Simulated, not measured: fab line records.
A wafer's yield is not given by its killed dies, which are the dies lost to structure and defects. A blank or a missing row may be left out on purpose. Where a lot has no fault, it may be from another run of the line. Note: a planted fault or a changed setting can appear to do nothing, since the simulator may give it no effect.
Comparing a struck lot with a sound one	flow nand harc	14 steps out of a route of 1302
Sound: these wafers, L362.3, L362.5, L362.6. Wafers struck: L367.1, L367.2, L367.5. The cause is given at the end.
Order at every step that has rows: each side's tool, ch and its chambers, its first start. Under that, the readings that differ: sound wafers	struck wafers	difference of the means	sigmas: that difference in standard deviations of wafers without a fault.
alike: a reading whose means differ by less than 2 such deviations, as well as words and numbers matching on both sides. not compared: withheld readings; readings where some wafer has no value; bounds like >300 that might hide an equal value; numbers whose values overlap and for which the record gives no deviation.
The two part at a step that has a row with sigmas, a row that says differs or no value, or rows on one side only. When numbers do not overlap yet have no deviation, they are printed without sigmas and do not part them. A reading that every wafer of one side lacks parts them only if that side has two wafers or more.

first, 7 steps without rows for these wafers: NHARC_P_M2_COAT_34 (time 65 s); NHARC_P_M2_COAT_03 (resist thk 90 nm); NHARC_P_M2_SOFTBAKE_04 (time 55 s); NHARC_P_M2_EBR_05; NHARC_P_M2_EXPOSE_06 (exposes mask P M2, target cd 170 nm); NHARC_P_M2_PEB_07 (peb time 65 s); NHARC_P_M2_DEVELOP_08 (develop time 35 s).
NHARC_P_M2_CD_MEAS_09: the cd target is 170 nm.
  sound on cd sem-02 ch 0, day 10 05:03; struck on cd sem-03 ch 0, day 12 13:10
  alike: cd nm
NHARC_P_M2_OVL_MEAS_10: pitch 340 nm.
  sound: overlay-01 at day 10 05:08; struck: overlay-02 at day 12 13:16
  alike: overlay x nm, overlay y nm
NHARC_P_M2_INSPECT_11:
  sound: defect inspect-01 at day 10 05:10; struck: defect inspect-02 at day 12 13:18
  alike: raw defect count
NHARC_P_M2_DESCUM_14: chemistry O2, time 3 s.
  sound on rie diel-01 ch 2,3, day 10 05:14; struck on rie diel-01 ch 0,2, day 12 13:22
  alike: drypump motor current A, oes product au, rf vpp V, showerhead plenum p Torr, throttle valve pct
  not compared: rf hours counter h
NHARC_P_M2_ETCH_35: etches the open film in N2/H2, target depth 40 nm, overetch 12 nm, time 43.94 s.
  sound on rie diel-01 ch 1,2,3, day 10 05:20; struck on rie diel-01 ch 1,2,3, day 12 13:27
reading	sound	struck	difference	sigmas
bias w (W)	150.8 150.4 150.3	149.5 149.7 150.0	-0.8	-2
  alike: chamber pressure mTorr, drypump motor current A, n2 flow sccm, oes product au, rf vpp V, showerhead plenum p Torr, throttle valve pct
  not compared: rf hours counter h
NHARC_P_M2_ETCH_15: etches the open film in C4F8/Ar, target depth 182.5 nm, time 91.2 s.
  sound on rie diel-01 ch 2,3, day 10 05:25; struck on rie diel-01 ch 0,1,3, day 12 13:32
  no value came back on the struck wafers for bias w (W), chamber pressure mTorr (mTorr), oes product au (a.u.), rf vpp V (V); on the sound wafers bias w (W) reads 299.1 300.9 299.0
  not compared: rf hours counter h
NHARC_P_M2_CD_MEAS_16:
  sound: cd sem-02 at day 10 05:33; struck: cd sem-02 at day 12 13:40
  alike: cd nm

## WHERE THEY PART
Last at NHARC_P_M2_ETCH_15 as far as this record goes, first at NHARC_P_M2_ETCH_35. Later steps at which nothing parts them and some readings are alike: NHARC_P_M2_CD_MEAS_16.

WHY: what the simulator had put in
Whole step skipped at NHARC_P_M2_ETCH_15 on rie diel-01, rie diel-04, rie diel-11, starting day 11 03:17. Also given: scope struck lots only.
